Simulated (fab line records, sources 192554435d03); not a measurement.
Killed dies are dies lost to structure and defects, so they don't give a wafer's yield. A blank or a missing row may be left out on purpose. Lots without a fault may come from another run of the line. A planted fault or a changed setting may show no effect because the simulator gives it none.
Chamber matching | flow n5_finfet | N5_BEOL_M1_ILD_DEP_00 on pecvd-03: 3 sister chambers
The step deposits SiOC from DEMS/O2, target thk 79 nm, time 15.3 s. 22 wafers are shown with their chamber, then 11 later ones without.

WAFERS WITH THEIR CHAMBER
wafer  | chamber | heater_power_w (W) | throttle_valve_pct (%) | showerhead_plenum_p_Torr (Torr)
L076.1 | 1       | 439                | 13.3                   | 5.687
L076.3 | 2       | 576                | 11.7                   | 5.675
L076.4 | 0       | 396                | 12.6                   | 5.687
L077.1 | 0       | 384                | 12.9                   | 5.697
L077.3 | 2       | 621                | 11.7                   | 5.706
L077.6 | 0       | 394                | 13.1                   | 5.695
L079.1 | 1       | 382                | 13.2                   | 5.698
L079.4 | 0       | 327                | 12.6                   | 5.694
L079.6 | 1       | 383                | 13.1                   | 5.694
L082.1 | 2       | 567                | 12.1                   | 5.702
L082.5 | 1       | 420                | 13.3                   | 5.707
L082.6 | 2       | 567                | 11.8                   | 5.691
L083.4 | 0       | 367                | 13.2                   | 5.706
L083.5 | 2       | 650                | 12.0                   | 5.713
L083.6 | 1       | 372                | 13.1                   | 5.690
L090.3 | 1       | 377                | 13.3                   | 5.695
L090.4 | 2       | 648                | 12.1                   | 5.698
L090.5 | 0       | 344                | 12.8                   | 5.686
L091.2 | 0       | 359                | 13.0                   | 5.700
L091.4 | 0       | 359                | 12.9                   | 5.688
L091.6 | 2       | 603                | 11.8                   | 5.706
L093.1 | 1       | 389                | 13.2                   | 5.705

SIGNATURES (means of the wafers above)
reading                  | chamber 0 | chamber 1 | chamber 2 | scatter within a chamber
heater_power_w           | 366.25    | 394.57    | 604.57    | 28.8
throttle_valve_pct       | 12.887    | 13.214    | 11.886    | 0.173
showerhead_plenum_p_Torr | 5.69412   | 5.69657   | 5.69871   | 0.0092
Rule: a wafer's distance from a chamber is the root of the sum, over the readings, of the square of ((its reading less the chamber's mean) divided by the reading's scatter). The wafer belongs to the nearest chamber; if the next one is less than 2 further off, it can't be placed. The scatter: the root of (the sum of the squares of (reading less its chamber's mean) over the shown wafers, divided by (wafers less chambers)).

WAFERS WITHOUT THEIR CHAMBER
wafer  | heater_power_w (W) | throttle_valve_pct (%) | showerhead_plenum_p_Torr (Torr)
L093.4 | 589                | 12.0                   | 5.699
L093.6 | 374                | 12.8                   | 5.704
L094.1 | 436                | 13.2                   | 5.701
L094.3 | 519                | 11.9                   | 5.680
L094.4 | 386                | 12.9                   | 5.697
L096.3 | 429                | 13.5                   | 5.698
L096.4 | 396                | 12.7                   | 5.701
L096.5 | 429                | 13.7                   | 5.696
L097.2 | 365                | 12.5                   | 5.687
L097.3 | 454                | 13.3                   | 5.705
L097.4 | 374                | 12.9                   | 5.697

WHICH CHAMBER EACH WENT THROUGH
wafer  | from the rows above     | in truth
L093.4 | 2                       | 2
L093.6 | can't be placed: 0 or 1 | 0
L094.1 | can't be placed: 1 or 0 | 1
L094.3 | 2                       | 2
L094.4 | can't be placed: 0 or 1 | 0
L096.3 | 1                       | 1
L096.4 | can't be placed: 0 or 1 | 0
L096.5 | 1                       | 1
L097.2 | 0                       | 0
L097.3 | can't be placed: 1 or 0 | 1
L097.4 | can't be placed: 0 or 1 | 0
Placed correctly: 5 of 11. Can't be placed from these rows: 6 (the true chamber is among the candidates in 6). Placed wrongly: 0.
